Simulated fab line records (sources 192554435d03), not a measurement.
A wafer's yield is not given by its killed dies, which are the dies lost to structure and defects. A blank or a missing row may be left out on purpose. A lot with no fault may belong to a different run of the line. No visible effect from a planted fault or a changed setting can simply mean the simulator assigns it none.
The tool behind it: which one?	flow n5 finfet	Sampling: 24 lots, 72 wafers, 5 of 1938 route steps

## WHAT EACH GAUGE READ, for each wafer
N5_SD_EPI_N_OVL_MEAS_10. Usual: for SD_N_BLK_OVL the level is -0.3 nm and the standard deviation is 0.87.
lot	measured	on	SD_N_BLK_OVL (nm)	flag
L074	day 3 01:07	overlay-01	-1.9 -0.7 -1.4	
L075	day 3 07:40	overlay-01	0.2 -1.2 0.5	
L076	day 3 12:05	overlay-02	-0.5 0.0 0.4	
L077	day 3 19:59	overlay-01	-0.8 0.4 -0.3	
L078	day 4 01:13	overlay-02	0.7 -0.3 1.6	
L079	day 4 09:08	overlay-01	-0.8 0.0 -0.2	
L080	day 4 15:49	overlay-02	-0.5 -0.4 -0.2	
L081	day 4 22:20	overlay-02	-0.2 -0.4 0.6	
L082	day 5 02:25	overlay-01	0.2 -0.8 0.4	
L083	day 5 06:51	overlay-02	-0.1 0.2 0.0	
L084	day 5 15:18	overlay-02	-2.3 -0.3 -1.2	
L085	day 5 20:08	overlay-02	0.6 -0.2 0.6	
L086	day 6 02:37	overlay-02	-1.1 0.5 0.7	
L087	day 6 08:38	overlay-02	-0.4 1.2 0.6	
L088	day 6 13:13	overlay-02	-0.4 0.2 0.6	
L089	day 6 21:02	overlay-02	1.2 -0.7 0.7	
L090	day 6 23:55	overlay-02	-1.2 -0.1 -0.8	
L091	day 7 05:39	overlay-01	1.2 0.2 -1.0	
L092	day 7 11:25	overlay-02	0.4 -1.3 -0.3	
L093	day 7 18:46	overlay-02	0.0 1.3 -0.6	
L094	day 8 03:49	overlay-02	-0.1 -2.2 -1.2	
L095	day 8 07:26	overlay-01	-1.9 -1.3 -1.4	
L096	day 8 13:55	overlay-01	-1.3 -1.3 -1.1	
L097	day 8 22:26	overlay-02	-0.2 0.5 1.0	

## WHICH TOOL RAN EACH LOT (tool, then ch and the chambers of the sampled wafers, then the start)
lot	N5_STI_FIN_REVEAL_ETCH_34	N5_DUMMY_GATE_ALD_02	N5_DUMMY_GATE_CMP_04	N5_DUMMY_GATE_ETCH_37
L074	rie si-04 ch 0,1,2, day 2 12:13	ald sin-03 ch 0,1,3, day 2 14:05	cmp-03 ch 1,2,3, day 2 18:00	rie diel-06 ch 1,2,3, day 2 22:59
L075	rie si-03 ch 0,1,2, day 2 19:47	ald sin-02 ch 2,3, day 2 20:37	cmp-02 ch 2,3, day 3 00:28	rie diel-05 ch 0,2, day 3 05:29
L076	rie si-03 ch 0,1,3, day 3 00:21	ald sin-02 ch 1,2,3, day 3 01:10	cmp-02 ch 2,3, day 3 05:02	rie diel-06 ch 0,2, day 3 10:01
L077	rie si-04 ch 2,3, day 3 06:49	ald sin-03 ch 0,2, day 3 09:12	cmp-02 ch 1,3, day 3 13:05	rie diel-05 ch 0,1, day 3 17:52
L078	rie si-02 ch 1,2,3, day 3 13:14	ald sin-02 ch 0,2,3, day 3 14:04	cmp-03 ch 0,1,3, day 3 17:58	rie diel-05 ch 0,1, day 3 23:09
L079	rie si-04 ch 0,2,3, day 3 21:15	ald sin-04 ch 0,2,3, day 3 22:17	cmp-04 ch 1,3, day 4 02:08	rie diel-05 ch 0,1,2, day 4 06:56
L080	rie si-03 ch 0,1,2, day 4 03:18	ald sin-02 ch 1,2, day 4 04:05	cmp-04 ch 2,3, day 4 07:56	rie diel-06 ch 1,2,3, day 4 12:44
L081	rie si-03 ch 2,3, day 4 09:13	ald sin-02 ch 0,1, day 4 11:10	cmp-02 ch 1,2,3, day 4 15:10	rie diel-01 ch 0,2,3, day 4 20:11
L082	rie si-03 ch 0,2,3, day 4 13:15	ald sin-03 ch 1,2,3, day 4 15:22	cmp-02 ch 0,1,2, day 4 19:15	rie diel-05 ch 0,2,3, day 5 00:11
L083	rie si-04 ch 0,1,3, day 4 19:14	ald sin-02 ch 0,1,3, day 4 20:05	cmp-02 ch 1,2,3, day 4 23:55	rie diel-05 ch 0,1,3, day 5 04:43
L084	rie si-03 ch 0,1,2, day 5 02:11	ald sin-02 ch 0,1,2, day 5 03:55	cmp-04 ch 0,2, day 5 07:47	rie diel-06 ch 0,1,3, day 5 13:10
L085	rie si-02 ch 0,1, day 5 07:38	ald sin-04 ch 0,3, day 5 09:10	cmp-03 ch 0,2, day 5 13:00	rie diel-05 ch 2,3, day 5 17:57
L086	rie si-03 ch 0,1,2, day 5 14:14	ald sin-03 ch 0,1,3, day 5 15:02	cmp-04 ch 1,2,3, day 5 18:54	rie diel-05 ch 0,1,3, day 6 00:26
L087	rie si-03 ch 0,1,2, day 5 19:19	ald sin-02 ch 0,2,3, day 5 20:07	cmp-02 ch 0,1,2, day 6 01:47	rie diel-01 ch 1,2,3, day 6 06:43
L088	rie si-03 ch 0,1,2, day 6 01:04	ald sin-04 ch 1,3, day 6 02:15	cmp-03 ch 0,1, day 6 06:05	rie diel-06 ch 0,2,3, day 6 11:08
L089	rie si-04 ch 0,1,3, day 6 07:43	ald sin-04 ch 0,2,3, day 6 08:30	cmp-03 ch 0,1,3, day 6 14:10	rie diel-01 ch 1,2,3, day 6 19:01
L090	rie si-02 ch 0,2,3, day 6 11:56	ald sin-03 ch 0,1,2, day 6 13:08	cmp-03 ch 0,2,3, day 6 16:59	rie diel-05 ch 0,1,3, day 6 21:47
L091	rie si-03 ch 1,2, day 6 18:17	ald sin-04 ch 1,3, day 6 19:05	cmp-02 ch 2,3, day 6 22:55	rie diel-05 ch 2,3, day 7 03:44
L092	rie si-04 ch 0,1,2, day 6 23:47	ald sin-04 ch 1,2,3, day 7 00:34	cmp-03 ch 0,2,3, day 7 04:31	rie diel-01 ch 0,1,3, day 7 09:19
L093	rie si-03 ch 1,2, day 7 06:21	ald sin-02 ch 2,3, day 7 07:09	cmp-03 ch 0,1, day 7 11:01	rie diel-05 ch 1,2,3, day 7 15:49
L094	rie si-02 ch 1,2,3, day 7 13:05	ald sin-03 ch 0,2, day 7 15:03	cmp-03 ch 0,2, day 7 18:53	rie diel-06 ch 0,2, day 8 01:47
L095	rie si-02 ch 0,1,3, day 7 17:39	ald sin-02 ch 0,1,2, day 7 18:27	cmp-03 ch 1,3, day 8 00:10	rie diel-05 ch 2,3, day 8 05:04
L096	rie si-02 ch 1,2,3, day 8 01:10	ald sin-03 ch 0,1,3, day 8 01:56	cmp-04 ch 1,2,3, day 8 05:50	rie diel-01 ch 0,1,3, day 8 11:02
L097	rie si-04 ch 0,1,3, day 8 06:37	ald sin-03 ch 0,2,3, day 8 07:25	cmp-02 ch 0,1,3, day 8 13:05	rie diel-01 ch 0,1,3, day 8 19:51
- N5_STI_FIN_REVEAL_ETCH_34: etches Si in H2, material Si, target depth 0.97 nm.
- N5_DUMMY_GATE_ALD_02: deposits SiO2, target thk 2 nm, pulse time 1 s.
- N5_DUMMY_GATE_CMP_04: polishes a-Si.
- N5_DUMMY_GATE_ETCH_37: etches SOC in N2/H2, target depth 60 nm, overetch 30 nm.

## AS READ BY THE TOOLS THEMSELVES (means over the sampled wafers that have a number; for cases with no such wafer, the mark the record gives instead)
N5_STI_FIN_REVEAL_ETCH_34. Usual: drypump motor current A 5.7 A, standard deviation 0.45; he backside leak sccm 2.7 sccm, standard deviation 0.46; oes product au 0.999 a.u., standard deviation 0.019; throttle valve pct 25.6 %, standard deviation 0.54.
lot	tool	drypump motor current A (A)	he backside leak sccm (sccm)	oes product au (a.u.)	throttle valve pct (%)	flag
L074	rie si-04	6.0	2.7	0.995	26.2	
L075	rie si-03	5.7	2.9	1.010	25.2	
L076	rie si-03	5.7	2.7	0.997	25.3	
L077	rie si-04	5.9	2.7	0.994	25.8	
L078	rie si-02	5.6	2.6	1.023	25.7	
L079	rie si-04	6.0	2.7	0.986	25.9	
L080	rie si-03	5.7	2.8	1.006	25.2	
L081	rie si-03	5.9	2.4	1.004	25.3	
L082	rie si-03	6.0	2.5	1.009	25.2	
L083	rie si-04	5.9	2.5	0.982	25.7	
L084	rie si-03	5.7	2.8	0.996	25.2	
L085	rie si-02	5.6	2.5	0.993	25.9	
L086	rie si-03	5.7	2.8	0.998	25.2	
L087	rie si-03	5.7	2.8	1.005	25.2	
L088	rie si-03	5.7	2.8	1.010	25.2	
L089	rie si-04	5.9	2.5	0.986	25.6	
L090	rie si-02	5.3	2.5	1.002	25.9	
L091	rie si-03	5.3	3.1	0.984	25.3	
L092	rie si-04	6.0	3.3	0.986	26.2	
L093	rie si-03	5.3	3.0	0.989	25.3	
L094	rie si-02	5.6	2.7	1.010	25.8	
L095	rie si-02	5.7	2.4	1.006	25.7	
L096	rie si-02	5.6	2.4	1.012	25.8	
L097	rie si-04	5.9	2.5	0.980	25.8	

N5_DUMMY_GATE_ALD_02. Usual: heater power w 469 W, standard deviation 59; precursor pulse height rel 1.000, standard deviation 0.02.
lot	tool	heater power w (W)	precursor pulse height rel	flag
L074	ald sin-03	518	1.018	
L075	ald sin-02	450	0.990	
L076	ald sin-02	472	0.994	
L077	ald sin-03	468	1.000	
L078	ald sin-02	422	1.007	
L079	ald sin-04	486	1.004	
L080	ald sin-02	485	1.008	
L081	ald sin-02	427	0.991	
L082	ald sin-03	499	1.002	
L083	ald sin-02	457	0.997	
L084	ald sin-02	437	0.996	
L085	ald sin-04	453	1.024	
L086	ald sin-03	519	1.006	
L087	ald sin-02	428	0.994	
L088	ald sin-04	436	0.999	
L089	ald sin-04	485	0.975	
L090	ald sin-03	458	0.983	
L091	ald sin-04	434	0.997	
L092	ald sin-04	474	0.981	
L093	ald sin-02	439	0.995	
L094	ald sin-03	473	1.006	
L095	ald sin-02	449	0.999	
L096	ald sin-03	513	0.993	
L097	ald sin-03	501	1.009	

N5_DUMMY_GATE_CMP_04. Usual: motor current A 9.8 A, standard deviation 1.2; pad life wafers 1137, standard deviation 670; slurry filter dp kPa 13.51 kPa, standard deviation 0.13; time to endpoint s 13.2 s, standard deviation 2.2.
lot	tool	motor current A (A)	pad life wafers	slurry filter dp kPa (kPa)	time to endpoint s (s)	flag
L074	cmp-03	10.2	1658	13.45	14.9	
L075	cmp-02	10.6	1530	13.45	13.1	
L076	cmp-02	9.7	1578	13.53	14.2	
L077	cmp-02	9.5	1646	13.45	14.3	
L078	cmp-03	9.3	1874	13.66	14.0	
L079	cmp-04	9.7	1207	13.44	12.2	
L080	cmp-04	9.4	1248	13.44	15.2	
L081	cmp-02	9.4	1851	13.50	15.4	
L082	cmp-02	9.1	1904	13.49	13.9	
L083	cmp-02	9.3	1940	13.42	11.9	
L084	cmp-04	9.9	1358	13.66	10.5	
L085	cmp-03	9.6	145	13.51	14.9	
L086	cmp-04	10.1	1448	13.37	14.1	
L087	cmp-02	8.9	2108	13.53	12.5	
L088	cmp-03	10.8	284	13.56	12.1	
L089	cmp-03	9.9	373	13.42	13.1	
L090	cmp-03	9.3	410	13.49	12.7	
L091	cmp-02	10.7	110	13.57	10.7	
L092	cmp-03	9.1	477	13.48	14.1	
L093	cmp-03	9.6	540	13.64	11.1	
L094	cmp-03	9.4	625	13.55	15.1	
L095	cmp-03	9.7	662	13.52	13.9	
L096	cmp-04	9.7	1964	13.38	12.5	
L097	cmp-02	9.7	350	13.49	12.3	

N5_DUMMY_GATE_ETCH_37. Usual: drypump motor current A 5.60 A, standard deviation 0.28; oes product au 0.62 a.u., standard deviation 0.06; rf vpp V 524.9 V, standard deviation 1.7; showerhead plenum p Torr 2.59 Torr, standard deviation 0.054; throttle valve pct 17.84 %, standard deviation 0.19.
lot	tool	drypump motor current A (A)	oes product au (a.u.)	rf vpp V (V)	showerhead plenum p Torr (Torr)	throttle valve pct (%)	flag
L074	rie diel-06	5.38	0.62	524.8	2.55	17.83	
L075	rie diel-05	5.77	0.69	526.0	2.63	17.83	
L076	rie diel-06	5.64	0.60	525.2	2.59	17.88	
L077	rie diel-05	5.55	0.65	525.5	2.62	17.66	
L078	rie diel-05	5.51	0.65	525.6	2.62	17.66	
L079	rie diel-05	5.63	0.66	526.2	2.62	17.76	
L080	rie diel-06	5.38	0.61	524.7	2.55	17.85	
L081	rie diel-01	5.72	0.57	525.3	2.59	17.89	
L082	rie diel-05	5.72	0.62	526.4	2.59	17.83	
L083	rie diel-05	5.63	0.61	524.7	2.59	17.75	
L084	rie diel-06	5.48	0.61	525.2	2.58	17.87	
L085	rie diel-05	5.55	0.66	523.9	2.58	17.89	
L086	rie diel-05	5.62	0.61	525.6	2.58	17.76	
L087	rie diel-01	5.66	0.57	524.9	2.60	17.89	
L088	rie diel-06	5.57	0.61	523.9	2.56	17.90	
L089	rie diel-01	5.67	0.57	525.4	2.60	17.91	
L090	rie diel-05	5.63	0.60	524.8	2.58	17.76	
L091	rie diel-05	5.55	0.64	524.1	2.57	17.92	
L092	rie diel-01	5.95	0.64	526.1	2.63	17.95	
L093	rie diel-05	5.45	0.63	524.4	2.56	17.84	
L094	rie diel-06	5.66	0.58	523.5	2.57	17.94	
L095	rie diel-05	5.56	0.64	525.1	2.57	17.92	
L096	rie diel-01	5.93	0.62	525.9	2.63	17.97	
L097	rie diel-01	5.92	0.62	526.2	2.62	17.97	

## THE ANSWER, worked out from the rows above alone
Rule: a lot is off if the mean of its wafers that have a number lies more than 3 standard deviations from the usual mean. Also off: a lot with no number at a reading for which 4 or more lots have one. Where the step has rows for the other lots, those lots are counted as sound. After the gauges, taken in route order, come the tools' own readings; for these a lot's mean is taken, as printed above. The first step at which some lot is off is used, and at that step the reading that is off furthest; a lot without a number counts as furthest.
None of the lots is off at any reading shown; this tells nothing.

## WHAT THE SIMULATOR PUT IN
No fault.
